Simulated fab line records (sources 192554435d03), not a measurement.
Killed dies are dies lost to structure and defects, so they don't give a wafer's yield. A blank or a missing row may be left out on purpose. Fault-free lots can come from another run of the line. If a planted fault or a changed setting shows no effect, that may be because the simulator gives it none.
A lot that was struck, set against a sound lot	flow n5 finfet	36 out of 1938 route steps
Sound: wafers L106.1, L106.2, L106.6. The struck wafers were L992.2, L992.4, L992.5. The cause comes at the end.
At each step with rows: each side's tool, then ch and its chambers, then its first start. Under that, the readings that differ: sound wafers	struck wafers	difference of the means	sigmas: that difference in standard deviations of wafers without a fault.
alike: same words and numbers on both sides, and readings whose means sit less than 2 such deviations apart. not compared: any withheld reading, any reading some wafer has no value for, any bound like >300 that may hide the same value, and any number with overlapping values for which the record gives no deviation.
The two part at a step that has a row with sigmas, a row that says differs or no value, or rows on one side only. When numbers do not overlap yet have no deviation, they are printed without sigmas and do not part them. Lack of a reading on every wafer of one side parts them only where that side has two or more wafers.

first, 9 steps without rows for these wafers: N5_BEOL_M4_ANNEAL_95 (time 240 s); N5_BEOL_M4_SPUTTER_96 (material Cu, target thk 4.5 nm, time 8.29 s); N5_BEOL_M4_ECD_50 (material Cu, target thk 300 nm); N5_BEOL_M4_ANNEAL_51 (time 90 s); N5_BEOL_M4_CMP_52 (polishes, stops on SiOC, t overpolish 6.8 s, target thk 40 nm); N5_BEOL_M4_PRE_CLEAN_60 (time 15 s); N5_BEOL_M4_CO_CAP_55 (material Co, precursor CCTBA/H2, target thk 2 nm, time 102.1 s); N5_BEOL_M4_PRE_CLEAN_56 (time 15 s); N5_BEOL_M4_DEP_57 (deposits SiCN from 3MS/NH3, target thk 8 nm, time 14 s).
N5_BEOL_M4_RC_MEAS_101:
  sound on prober-02 ch 0, day 15 02:02; struck on prober-01 ch 0, day 11 00:51
reading	sound	struck	difference	sigmas
DIBL_N (mV/V)	31.7 32.4 31.6	36.1 35.8 37.6	+4.6	+2
  alike: DIBL_P, IOFF_N, IOFF_P, ION_N, ION_P, SS_N, SS_P, VT_N, VT_P
then, 24 steps without rows for these wafers: N5_BEOL_M5_ILD_DEP_00 (deposits SiCOH lowk from DEMS/porogen, target thk 140.64 nm, time 25.9 s); N5_BEOL_M5_CURE_79 (cures SiCOH lowk, time 240 s); N5_BEOL_M5_PECVD_70 (deposits SiO2 from TEOS/O2, target thk 16 nm, time 18 s); N5_BEOL_M5_HM_DEP_02 (deposits TiN, target thk 20 nm); N5_BEOL_M5_COAT_59 (time 60 s, resist thk 60 nm); N5_BEOL_M5_COAT_60 (time 60 s, resist thk 12 nm); N5_BEOL_M5_COAT_71 (time 60 s, resist thk 5 nm); N5_BEOL_M5_COAT_05 (resist thk 30 nm); N5_BEOL_M5_EBR_07; N5_BEOL_M5_SOFTBAKE_06 (time 60 s); N5_BEOL_M5_EXPOSE_08 (exposes mask M5, target cd 28 nm); N5_BEOL_M5_PEB_09 (peb time 60 s); N5_BEOL_M5_DEVELOP_10 (develop time 30 s); N5_BEOL_M5_DESCUM_16 (chemistry O2, time 7 s); N5_BEOL_M5_ETCH_72 (etches underlayer in N2/H2, target depth 6.5 nm, time 5.2 s); N5_BEOL_M5_ETCH_61 (etches SiARC in CF4, target depth 15.6 nm, time 26 s); N5_BEOL_M5_ETCH_62 (etches SOC in N2/H2, target depth 75 nm, overetch 15 nm, time 112.5 s); N5_BEOL_M5_STRIP_63 (strips in N2/H2); N5_BEOL_M5_STRIP_73 (strips in N2/H2); N5_BEOL_M5_STRIP_64 (strips in CF4); N5_BEOL_M5_HM_OPEN_17 (chemistry Cl2/BCl3, target TiN, target depth 20 nm, overetch 6 nm); N5_BEOL_M5_STRIP_19 (strips in O2); N5_BEOL_M5_COAT_65 (time 60 s, resist thk 60 nm); N5_BEOL_M5_COAT_66 (time 60 s, resist thk 12 nm).
-- the record jumps here: 3 days lie between the struck wafers' starts before and after (it left off in module BEOL_M5 and takes up again in module BEOL_M12, whose first step shown is number 1637 of the route) --
N5_BEOL_M12_ETCH_68: etches SOC in N2/H2, time 285 s.
  sound on rie diel-04 ch 0,2,3, day 18 02:41; struck on rie diel-06 ch 0,1,2, day 13 22:05
  no value came back on the struck wafers for any of 7 readings (bias w (W), chamber pressure mTorr (mTorr) and others); on the sound wafers bias w (W) reads 351.5 349.9 350.8
reading	sound	struck	difference	sigmas
model.coat_of_BEOL_M12_COAT_22.thk nm (nm)	0 0 0	210 210.2 210.8	+210	
model.SiARC_of_BEOL_M12_COAT_66.thk nm (nm)	86.4 86 86	110.6 110.4 110	+24.2	
  not compared: rf hours counter h
N5_PASSIVATION_PROBE_49:
  rows exist in the record for the struck wafers here (prober-02, day 15 11:11), but not for the sound ones

WHERE THEY PART
First at N5_BEOL_M4_RC_MEAS_101; last, within this record, at N5_PASSIVATION_PROBE_49.

WHY: what had been put in by the simulator
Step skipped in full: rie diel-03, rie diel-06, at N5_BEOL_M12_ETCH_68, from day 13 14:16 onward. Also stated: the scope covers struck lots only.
